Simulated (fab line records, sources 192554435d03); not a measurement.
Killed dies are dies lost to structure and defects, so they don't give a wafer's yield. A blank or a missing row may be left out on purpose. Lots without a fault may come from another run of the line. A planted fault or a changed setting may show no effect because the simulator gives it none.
Split-lot experiment | flow n5_finfet | 7 lots, 39 wafers read, on a route of 1938 steps

THE SPLIT
At N5_STI_FIN_REVEAL_RECESS_09 (chemistry HF/NH3, target SiO2, afs cycles 11, target depth 42.5 nm, sublimation time 60 s), the setting target_depth_a was moved away from the recipe's 425 angstrom on 15 of the 39 wafers read, by -4.6% to +4.4%. The other wafers ran this setting at the recipe's value.

FROM THE SPLIT TO THE READING: what the file shows between them, 3 steps
- N5_STI_FIN_REVEAL_STRIP_16: strips SiNx in H3PO4, target depth 23.8 nm
- N5_STI_FIN_REVEAL_PRECLEAN_17: cleans in NF3:NH3, afs cycles 1, time 20 s, sublimation time 60 s
- N5_STI_FIN_REVEAL_SRD_23: time 30 s

THE READING
trench_depth_nm, in nm, at N5_STI_FIN_REVEAL_FIN_H_MEAS_10. Fault-free wafers of this fab line usually give 52.0 nm, standard deviation 0.58 nm.

wafer  | tool, chamber at the split | target_depth_a as run, angstrom | against the recipe | trench_depth_nm, nm | against lot-mates on the recipe
L076.1 | vapor_etch-02, 0,1,0       | 414.5                           | -2.5%              | 51.3                | -1.0
L076.2 | vapor_etch-02, 0,1,0       | 414.5                           | -2.5%              | 51.3                | -1.0
L076.3 | vapor_etch-02, 1,1,0       | 425                             | recipe             | 52.1                | -
L076.4 | vapor_etch-02, 0,1,0       | 414.5                           | -2.5%              | 51.7                | -0.6
L076.5 | vapor_etch-02, 1,1,0       | 425                             | recipe             | 52.2                | -
L076.6 | vapor_etch-02, 1,1,0       | 425                             | recipe             | 52.5                | -
L078.1 | vapor_etch-01, 0,1,0,1,1,0 | 425                             | recipe             | 51.3                | -
L078.2 | vapor_etch-01, 0,1,0,1,1,0 | 425                             | recipe             | 51.8                | -
L078.3 | vapor_etch-01, 0,1,0,1,1,0 | 425                             | recipe             | 51.3                | -
L078.4 | vapor_etch-01, 0,1,0,1,1,0 | 425                             | recipe             | 51.9                | -
L078.5 | vapor_etch-01, 0,1,0,1,1,0 | 425                             | recipe             | 52.3                | -
L078.6 | vapor_etch-01, 0,1,0,1,1,0 | 425                             | recipe             | 52.1                | -
L079.1 | vapor_etch-02, 1,0,0       | 425                             | recipe             | 51.7                | -
L079.2 | vapor_etch-02, 1,0,0       | 425                             | recipe             | 53.0                | -
L079.3 | vapor_etch-02, 1,0,1       | 405.4                           | -4.6%              | 49.6                | -2.8
L079.4 | vapor_etch-02, 1,0,0       | 425                             | recipe             | 52.5                | -
L079.5 | vapor_etch-02, 1,0,1       | 405.4                           | -4.6%              | 50.2                | -2.2
L079.6 | vapor_etch-02, 1,0,1       | 405.4                           | -4.6%              | 49.9                | -2.5
L083.3 | vapor_etch-02, 1,0,1       | 425                             | recipe             | 51.3                | -
L083.4 | vapor_etch-02, 1,0,1       | 425                             | recipe             | 51.1                | -
L083.6 | vapor_etch-02, 1,0,1       | 425                             | recipe             | 51.5                | -
L085.1 | vapor_etch-02, 1,0,0       | 441.6                           | +3.9%              | 53.2                | +2.3
L085.2 | vapor_etch-02, 1,0,0       | 441.6                           | +3.9%              | 52.8                | +1.9
L085.3 | vapor_etch-02, 0,1,1       | 425                             | recipe             | 51.3                | -
L085.4 | vapor_etch-02, 0,1,1       | 425                             | recipe             | 50.5                | -
L085.5 | vapor_etch-02, 1,0,0       | 441.6                           | +3.9%              | 53.0                | +2.1
L085.6 | vapor_etch-02, 0,1,1       | 425                             | recipe             | 50.9                | -
L094.1 | vapor_etch-02, 1,0,0       | 443.7                           | +4.4%              | 53.1                | +0.9
L094.2 | vapor_etch-02, 1,0,0       | 443.7                           | +4.4%              | 53.7                | +1.5
L094.3 | vapor_etch-02, 1,0,0       | 443.7                           | +4.4%              | 53.9                | +1.7
L094.4 | vapor_etch-02, 1,0,1       | 425                             | recipe             | 52.5                | -
L094.5 | vapor_etch-02, 1,0,1       | 425                             | recipe             | 51.6                | -
L094.6 | vapor_etch-02, 1,0,1       | 425                             | recipe             | 52.4                | -
L096.1 | vapor_etch-01, 0           | 414.2                           | -2.5%              | 50.4                | -1.5
L096.2 | vapor_etch-01, 1           | 425                             | recipe             | 52.2                | -
L096.3 | vapor_etch-01, 1           | 425                             | recipe             | 52.0                | -
L096.4 | vapor_etch-01, 0           | 414.2                           | -2.5%              | 50.3                | -1.6
L096.5 | vapor_etch-01, 1           | 425                             | recipe             | 51.6                | -
L096.6 | vapor_etch-01, 0           | 414.2                           | -2.5%              | 50.3                | -1.6
Where a row lists several chambers, the file gives one row for several wafers and doesn't say which wafer went through which chamber.

THE FIT
A straight line over all 39 wafers: trench_depth_nm changes by +0.378 nm for each +1% of target_depth_a; r = +0.85; the points scatter about the line by 0.55 nm.
The same after taking each lot's own level away (the mean of its wafers on the recipe; 39 wafers): +0.467 nm for each +1%; r = +0.94; scatter 0.41 nm.
On that fit, the largest move of target_depth_a shifts the reading by 2.2 nm.
The lots' own levels span 50.90 to 52.40 nm, that is 2.6 times the standard deviation above.
So the lot-to-lot level changes the slope: the two fits differ.
Check: with one of the wafers moved furthest among these (-4.6%) left out of the fit, the line predicts -2.13 nm for it against its lot-mates. It came out at -2.8 nm against them.

OTHER SPLITS ON THESE WAFERS
These wafers also went through other splits before the reading. Each is held against what the fit with the lots' levels taken away leaves over:
other split on the same wafers  | wafers away from the commonest value | r with trench_depth_nm (lot level and that fit taken away)
N5_WELL_APT_EPI_41 target_thk_a | 15                                   | +0.22
N5_FIN_CUT_EXPOSE_05 dose_mj    | 6                                    | -0.01

THE FILE'S OWN FIT
trench_depth_nm changes by +0.467 nm for each +1% of target_depth_a, r = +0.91.
